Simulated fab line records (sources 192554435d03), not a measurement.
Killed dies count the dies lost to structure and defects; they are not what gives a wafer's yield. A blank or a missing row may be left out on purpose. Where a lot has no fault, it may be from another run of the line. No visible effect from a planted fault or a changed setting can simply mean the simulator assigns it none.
Matching of chambers || flow n5_finfet || rie_diel-04 running N5_BEOL_M0_ETCH_128: 4 sister chambers
The step etches SiCN in CF4/N2, target depth 12 nm, overetch 5.1 nm, time 21.4 s. 8 wafers are shown with their chamber, then 9 later ones without.

## WAFERS, EACH WITH ITS CHAMBER
{"wafer": "L083.6", "chamber": 0, "showerhead_plenum_p_Torr (Torr)": 2.26, "drypump_motor_current_A (A)": 6.0}
{"wafer": "L084.2", "chamber": 2, "showerhead_plenum_p_Torr (Torr)": 2.27, "drypump_motor_current_A (A)": 5.7}
{"wafer": "L084.4", "chamber": 0, "showerhead_plenum_p_Torr (Torr)": 2.26, "drypump_motor_current_A (A)": 6.0}
{"wafer": "L086.2", "chamber": 1, "showerhead_plenum_p_Torr (Torr)": 2.09, "drypump_motor_current_A (A)": 5.6}
{"wafer": "L086.6", "chamber": 1, "showerhead_plenum_p_Torr (Torr)": 2.09, "drypump_motor_current_A (A)": 5.6}
{"wafer": "L088.2", "chamber": 3, "showerhead_plenum_p_Torr (Torr)": 2.26, "drypump_motor_current_A (A)": 5.0}
{"wafer": "L088.5", "chamber": 3, "showerhead_plenum_p_Torr (Torr)": 2.26, "drypump_motor_current_A (A)": 5.1}
{"wafer": "L088.6", "chamber": 2, "showerhead_plenum_p_Torr (Torr)": 2.26, "drypump_motor_current_A (A)": 5.7}

## WAFERS WITH NO CHAMBER GIVEN
{"wafer": "L092.2", "showerhead_plenum_p_Torr (Torr)": 2.26, "drypump_motor_current_A (A)": 5.7}
{"wafer": "L092.4", "showerhead_plenum_p_Torr (Torr)": 2.25, "drypump_motor_current_A (A)": 6.0}
{"wafer": "L092.6", "showerhead_plenum_p_Torr (Torr)": 2.26, "drypump_motor_current_A (A)": 5.6}
{"wafer": "L094.1", "showerhead_plenum_p_Torr (Torr)": 2.26, "drypump_motor_current_A (A)": 5.7}
{"wafer": "L094.2", "showerhead_plenum_p_Torr (Torr)": 2.25, "drypump_motor_current_A (A)": 5.1}
{"wafer": "L094.3", "showerhead_plenum_p_Torr (Torr)": 2.25, "drypump_motor_current_A (A)": 6.0}
{"wafer": "L094.4", "showerhead_plenum_p_Torr (Torr)": 2.35, "drypump_motor_current_A (A)": 5.6}
{"wafer": "L094.5", "showerhead_plenum_p_Torr (Torr)": 2.25, "drypump_motor_current_A (A)": 5.0}
{"wafer": "L094.6", "showerhead_plenum_p_Torr (Torr)": 2.26, "drypump_motor_current_A (A)": 5.7}

## WHICH CHAMBER EACH ONE RAN IN
{"wafer": "L092.2", "from the rows above": 2, "in truth": 2}
{"wafer": "L092.4", "from the rows above": 0, "in truth": 0}
{"wafer": "L092.6", "from the rows above": 2, "in truth": 2}
{"wafer": "L094.1", "from the rows above": 2, "in truth": 2}
{"wafer": "L094.2", "from the rows above": 3, "in truth": 3}
{"wafer": "L094.3", "from the rows above": 0, "in truth": 0}
{"wafer": "L094.4", "from the rows above": 2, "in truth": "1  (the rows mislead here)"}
{"wafer": "L094.5", "from the rows above": 3, "in truth": 3}
{"wafer": "L094.6", "from the rows above": 2, "in truth": 2}
Correct placement for 8 of the 9. Not placeable from these rows: 0. Placed wrongly: 1.
How it was worked out, from the rows above alone: a wafer's distance from a chamber is the root of the sum, over the readings, of the square of ((its reading less the chamber's mean) divided by the reading's scatter). The wafer belongs to the nearest chamber; if the next one is less than 2 further off, it can't be placed. For every chamber, the mean is computed from those of its wafers that are shown. How the scatter is found: for the shown wafers, subtract from each reading the mean of its chamber, square and add these, divide the total by (wafers less chambers), then take the root.
